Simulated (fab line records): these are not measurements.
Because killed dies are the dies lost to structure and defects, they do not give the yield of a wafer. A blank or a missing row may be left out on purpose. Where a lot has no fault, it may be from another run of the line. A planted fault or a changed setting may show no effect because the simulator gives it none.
Which tool was responsible? -- flow n5Finfet -- 14 lots with 42 wafers sampled at 4 steps, on a route of 1938 steps

WHAT THE GAUGES READ, wafer by wafer
The record lacks any reading of a measuring or inspecting step that a usual standard deviation could be used to judge.

WHAT TOOL EACH LOT RAN ON (gives the tool, then ch and the chambers of the sampled wafers, and finally the start)
lot,N5_BEOL_M0_SAQP_ALD_48,N5_BEOL_M0_SAQP_STRIP_75,N5_BEOL_M0_CUTY_DEVELOP_56,N5_BEOL_M0_ETCH_138
L130,"aldSin-03 ch 0,1, day 5 18:43","rieDiel-03 ch 1,2, day 5 19:20","lithoTrack-02 ch 0, day 5 19:32","rieDiel-04 ch 1,2,3, day 5 20:08"
L132,"aldSin-03 ch 1,3, day 6 04:50","rieDiel-03 ch 1,2, day 6 05:28","lithoTrack-02 ch 0, day 6 05:48","rieDiel-05 ch 0,3, day 6 06:23"
L134,"aldSin-01 ch 0,2,3, day 6 16:34","rieDiel-03 ch 0,3, day 6 17:12","lithoTrack-01 ch 0, day 6 17:32","rieDiel-02 ch 1,2,3, day 6 18:00"
L135,"aldSin-04 ch 2,3, day 6 20:03","rieDiel-03 ch 1,2,3, day 6 21:02","lithoTrack-03, day 6 21:15",-
L136,"aldSin-01 ch 1,3, day 7 00:29","rieDiel-06 ch 0,1,3, day 7 01:07","lithoTrack-01, day 7 01:27",-
L137,"aldSin-01 ch 2,3, day 7 05:54","rieDiel-01 ch 0,1,3, day 7 06:31","lithoTrack-01 ch 0, day 7 06:44","rieDiel-02 ch 1,3, day 7 07:09"
L143,"aldSin-04 ch 1,2,3, day 9 04:36","rieDiel-03 ch 0,2, day 9 05:28","lithoTrack-03 ch 0, day 9 05:40","rieDiel-04 ch 0,2, day 9 06:35"
L144,"aldSin-03 ch 0,2,3, day 9 08:10","rieDiel-01 ch 0,2,3, day 9 08:47","lithoTrack-03 ch 0, day 9 09:07","rieDiel-04 ch 0,1, day 9 09:29"
L147,"aldSin-04 ch 1,2,3, day 9 22:47","rieDiel-01 ch 0,1,3, day 9 23:25","lithoTrack-03 ch 0, day 9 23:44","rieDiel-02 ch 1,3, day 10 00:09"
L148,"aldSin-03 ch 1,2,3, day 10 07:29","rieDiel-01 ch 1,2, day 10 08:07","lithoTrack-01 ch 0, day 10 08:26","rieDiel-05 ch 1,2,3, day 10 09:08"
L149,"aldSin-01 ch 1,2, day 10 09:41","rieDiel-01 ch 0,3, day 10 10:19","lithoTrack-03 ch 0, day 10 10:31","rieDiel-04 ch 2,3, day 10 10:53"
L150,"aldSin-03 ch 1,2,3, day 10 15:04","rieDiel-01 ch 0,2,3, day 10 15:42","lithoTrack-01 ch 0, day 10 16:02","rieDiel-02 ch 1,2,3, day 10 16:27"
L152,"aldSin-01 ch 1,2, day 11 01:00","rieDiel-01 ch 0,1,3, day 11 01:37","lithoTrack-01 ch 0, day 11 01:58","rieDiel-02 ch 2,3, day 11 02:40"
L153,"aldSin-04 ch 0,3, day 11 15:25","rieDiel-06 ch 0,3, day 11 16:03","lithoTrack-02 ch 0, day 11 16:23","rieDiel-05 ch 1,2,3, day 11 16:44"
- N5_BEOL_M0_SAQP_ALD_48: deposits SiO2, target thk 20 nm, pulse time 1 s, co reactant pulse time 1 s.
- N5_BEOL_M0_SAQP_STRIP_75: strips in CF4.
- N5_BEOL_M0_CUTY_DEVELOP_56: develop time 30 s.
- N5_BEOL_M0_ETCH_138: etches SiCN in CH3F/O2, target depth 12 nm, time 31.6 s.

AS READ BY THE TOOLS THEMSELVES (means over the sampled wafers that have a number; for cases with no such wafer, the mark the record gives instead)
N5_BEOL_M0_SAQP_ALD_48.
lot,tool,heaterPowerW (W),precursorPulseHeightRel
L130,aldSin-03,84,1.005
L132,aldSin-03,85,1.013
L134,aldSin-01,80,1.009
L135,aldSin-04,79,0.994
L136,aldSin-01,73,1.009
L137,aldSin-01,75,1.008
L143,aldSin-04,76,0.987
L144,aldSin-03,80,1.001
L147,aldSin-04,75,0.998
L148,aldSin-03,78,0.999
L149,aldSin-01,81,0.992
L150,aldSin-03,78,0.990
L152,aldSin-01,80,1.008
L153,aldSin-04,77,0.981

N5_BEOL_M0_SAQP_STRIP_75.
lot,tool,drypumpMotorCurrentA (A),oesProductAu (a.u.),rfVppV (V),showerheadPlenumPTorr (Torr),throttleValvePct (%)
L130,rieDiel-03,5.9,0.172,272.6,1.86,13.65
L132,rieDiel-03,6.0,0.170,272.8,1.86,13.67
L134,rieDiel-03,5.6,0.200,272.7,1.85,13.34
L135,rieDiel-03,5.9,0.185,273.7,1.85,13.58
L136,rieDiel-06,5.7,0.215,272.1,1.85,13.16
L137,rieDiel-01,5.8,0.193,271.7,1.84,13.42
L143,rieDiel-03,5.8,0.167,273.0,1.86,13.58
L144,rieDiel-01,5.9,0.173,272.8,1.82,13.60
L147,rieDiel-01,5.8,0.190,272.2,1.84,13.47
L148,rieDiel-01,5.3,0.172,272.0,1.86,13.71
L149,rieDiel-01,6.3,0.178,272.0,1.82,13.52
L150,rieDiel-01,5.9,0.173,271.0,1.82,13.62
L152,rieDiel-01,5.8,0.187,271.7,1.83,13.48
L153,rieDiel-06,5.4,0.194,271.9,1.86,13.28

N5_BEOL_M0_CUTY_DEVELOP_56.
lot,tool,chillPlateTempC (C)
L130,lithoTrack-02,23.06
L132,lithoTrack-02,22.89
L134,lithoTrack-01,23.02
L135,lithoTrack-03,-
L136,lithoTrack-01,-
L137,lithoTrack-01,23.02
L143,lithoTrack-03,22.97
L144,lithoTrack-03,23.01
L147,lithoTrack-03,23.04
L148,lithoTrack-01,22.90
L149,lithoTrack-03,22.88
L150,lithoTrack-01,23.05
L152,lithoTrack-01,23.03
L153,lithoTrack-02,23.08

N5_BEOL_M0_ETCH_138.
lot,tool,drypumpMotorCurrentA (A),etchRfOnTimeS (s),oesProductAu (a.u.),rfVppV (V),showerheadPlenumPTorr (Torr),throttleValvePct (%)
L130,rieDiel-04,5.6,28.4,0.76,297.6,2.00,16.13
L132,rieDiel-05,5.6,29.2,0.76,296.9,2.01,16.37
L134,rieDiel-02,5.6,28.3,0.72,297.1,2.03,16.31
L137,rieDiel-02,5.7,29.3,0.65,296.5,1.95,16.34
L143,rieDiel-04,5.7,29.2,0.71,296.9,1.98,16.09
L144,rieDiel-04,5.6,29.0,0.67,295.6,1.92,16.39
L147,rieDiel-02,5.7,28.4,0.63,295.7,1.95,16.38
L148,rieDiel-05,5.8,29.8,0.73,297.2,1.98,16.11
L149,rieDiel-04,5.7,28.8,0.72,297.7,2.02,16.05
L150,rieDiel-02,5.6,27.2,0.68,297.3,2.01,16.37
L152,rieDiel-02,5.4,29.2,0.71,298.8,2.05,16.30
L153,rieDiel-05,5.8,29.8,0.72,296.7,1.97,16.14

THE ANSWER, worked out from the rows above alone
Rule: the usual values come from the lots themselves. The widest of any qualifying gaps counts: lots, ordered by their means at a reading, are off when they make up no more than a third of the lots, leave a main group of 4 or more, and stand apart from it by 3 or more times the standard deviation of that group's means. A main group whose means are all the same, to the digits that the tables above print for the reading, isn't used. A lot without any number at a reading at which 4 lots or more have one is off too. Any other lot the step has rows for is counted as sound. The gauges are gone through in route order, then the tools' own readings, and for those a lot's mean is taken as printed above. At the first step where some lot is off, the reading lying furthest off is the one used; lots without a number count as furthest.
Off at N5_BEOL_M0_CUTY_DEVELOP_56 (chillPlateTempC): L135, L136. Without a number there: L135, L136. Main group: mean 23.00 C, sd 0.067.
A tool fits if, at that step or a process step before it, it ran every lot that is off, and no sound lot after the first of them. Not one of the candidates tried fits.

WHAT THE SIMULATOR HAD INSERTED
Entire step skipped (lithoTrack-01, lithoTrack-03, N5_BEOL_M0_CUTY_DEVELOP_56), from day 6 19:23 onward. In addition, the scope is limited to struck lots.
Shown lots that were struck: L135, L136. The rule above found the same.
